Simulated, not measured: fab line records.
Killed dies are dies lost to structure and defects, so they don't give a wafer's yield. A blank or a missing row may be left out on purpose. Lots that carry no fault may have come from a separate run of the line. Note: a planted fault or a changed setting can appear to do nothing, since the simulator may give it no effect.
Chamber matching :: flow n5-finfet :: 4 sister chambers for N5_MOL_CONTACT_COAG_ETCH_110 on rie-diel-01
The step etches Si in CF4/O2, target depth 2.5 nm, time 8 s. 4 wafers are shown with their chamber, then 11 later ones without.

## WAFERS WITH THEIR CHAMBER
wafer: L086.6
chamber: 2
showerhead-plenum-p-Torr (Torr): 2.11

wafer: L089.1
chamber: 3
showerhead-plenum-p-Torr (Torr): 2.24

wafer: L089.2
chamber: 1
showerhead-plenum-p-Torr (Torr): 2.31

wafer: L091.1
chamber: 0
showerhead-plenum-p-Torr (Torr): 2.19

## WAFERS WITHOUT THEIR CHAMBER
wafer: L091.5
showerhead-plenum-p-Torr (Torr): 2.19

wafer: L091.6
showerhead-plenum-p-Torr (Torr): 2.31

wafer: L092.3
showerhead-plenum-p-Torr (Torr): 2.24

wafer: L092.4
showerhead-plenum-p-Torr (Torr): 2.24

wafer: L092.5
showerhead-plenum-p-Torr (Torr): 2.31

wafer: L095.1
showerhead-plenum-p-Torr (Torr): 2.30

wafer: L095.3
showerhead-plenum-p-Torr (Torr): 2.19

wafer: L095.4
showerhead-plenum-p-Torr (Torr): 2.11

wafer: L097.3
showerhead-plenum-p-Torr (Torr): 2.30

wafer: L097.5
showerhead-plenum-p-Torr (Torr): 2.30

wafer: L097.6
showerhead-plenum-p-Torr (Torr): 2.18

## WHICH CHAMBER EACH ONE RAN IN
wafer: L091.5
from the rows above: 0
in truth: 0

wafer: L091.6
from the rows above: 1
in truth: 1

wafer: L092.3
from the rows above: 3
in truth: 3

wafer: L092.4
from the rows above: 3
in truth: 3

wafer: L092.5
from the rows above: 1
in truth: 1

wafer: L095.1
from the rows above: 1
in truth: 1

wafer: L095.3
from the rows above: 0
in truth: 0

wafer: L095.4
from the rows above: 2
in truth: 2

wafer: L097.3
from the rows above: 1
in truth: 1

wafer: L097.5
from the rows above: 1
in truth: 1

wafer: L097.6
from the rows above: 0
in truth: 0
Placed correctly: 11 of 11. Number that these rows cannot place: 0. Number placed wrongly: 0.
How it was worked out, from the rows above alone: a wafer's distance from a chamber is the root of the sum, over the readings, of the square of ((its reading less the chamber's mean) divided by the reading's scatter). The wafer belongs to the nearest chamber; if the next one is less than 2 further off, it can't be placed. Each chamber's mean is taken over the wafers shown for it. The scatter: with one shown wafer a chamber, the root of the mean of the squares of how far each hidden wafer lies from its nearest shown one.
